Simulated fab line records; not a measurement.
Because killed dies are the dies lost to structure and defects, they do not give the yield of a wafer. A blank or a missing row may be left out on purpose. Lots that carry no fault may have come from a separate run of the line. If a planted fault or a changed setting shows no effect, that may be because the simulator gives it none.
Matching of chambers ; flow n5Finfet ; rieDiel-06 running N5_SD_EPI_P_ETCH_37: 4 sister chambers
The step etches SOC in N2/H2, overetch 108 nm, time 486 s. 18 wafers are shown with their chamber, then 9 later ones without.

== WAFERS WITH THEIR CHAMBER ==
wafer;chamber;showerheadPlenumPTorr (Torr);drypumpMotorCurrentA (A);throttleValvePct (%)
L074.1;3;2.65;5.6;23.91
L074.2;2;2.42;6.7;23.86
L074.6;1;2.47;5.8;23.54
L076.3;2;2.42;6.7;23.87
L076.4;3;2.65;5.6;23.94
L076.5;2;2.42;6.7;23.87
L079.1;1;2.46;5.8;23.56
L079.3;0;2.59;6.5;23.73
L079.4;3;2.64;5.6;23.95
L081.4;2;2.42;6.8;23.89
L081.5;2;2.41;6.8;23.88
L081.6;1;2.46;5.8;23.58
L090.1;3;2.64;5.6;23.98
L090.2;2;2.41;6.7;23.90
L090.4;0;2.58;6.4;23.76
L091.2;0;2.58;6.5;23.75
L091.4;3;2.64;5.6;23.97
L091.5;0;2.58;6.4;23.77

SIGNATURES (means of the wafers above)
reading;chamber 0;chamber 1;chamber 2;chamber 3;scatter within a chamber
showerheadPlenumPTorr;2.5825;2.4633;2.4167;2.6440;0.00531
drypumpMotorCurrentA;6.450;5.800;6.733;5.600;0.0408
throttleValvePct;23.7525;23.5600;23.8783;23.9500;0.0203
Rule: for a wafer and a chamber, the distance is found by dividing, reading by reading, the gap between the wafer's reading and the chamber's mean by the reading's scatter, squaring, summing and taking the root. The wafer belongs to the nearest chamber; if the next one is less than 2 further off, it can't be placed. The scatter: the root of (the sum of the squares of (reading less its chamber's mean) over the shown wafers, divided by (wafers less chambers)).

== WAFERS WITH NO CHAMBER GIVEN ==
wafer;showerheadPlenumPTorr (Torr);drypumpMotorCurrentA (A);throttleValvePct (%)
L093.1;2.58;6.5;23.77
L093.2;2.63;5.6;23.97
L093.4;2.46;5.8;23.58
L095.3;2.41;6.7;23.91
L095.4;2.63;5.6;23.98
L095.5;2.58;6.5;23.78
L097.2;2.58;6.5;23.77
L097.4;2.63;5.5;23.98
L097.6;2.63;5.6;23.97

== WHICH CHAMBER EACH ONE RAN IN ==
wafer;from the rows above;in truth
L093.1;0;0
L093.2;3;3
L093.4;1;1
L095.3;2;2
L095.4;3;3
L095.5;0;0
L097.2;0;0
L097.4;3;3
L097.6;3;3
Correct placement for 9 of the 9. From these rows, 0 cannot be placed. Wrongly placed: 0.
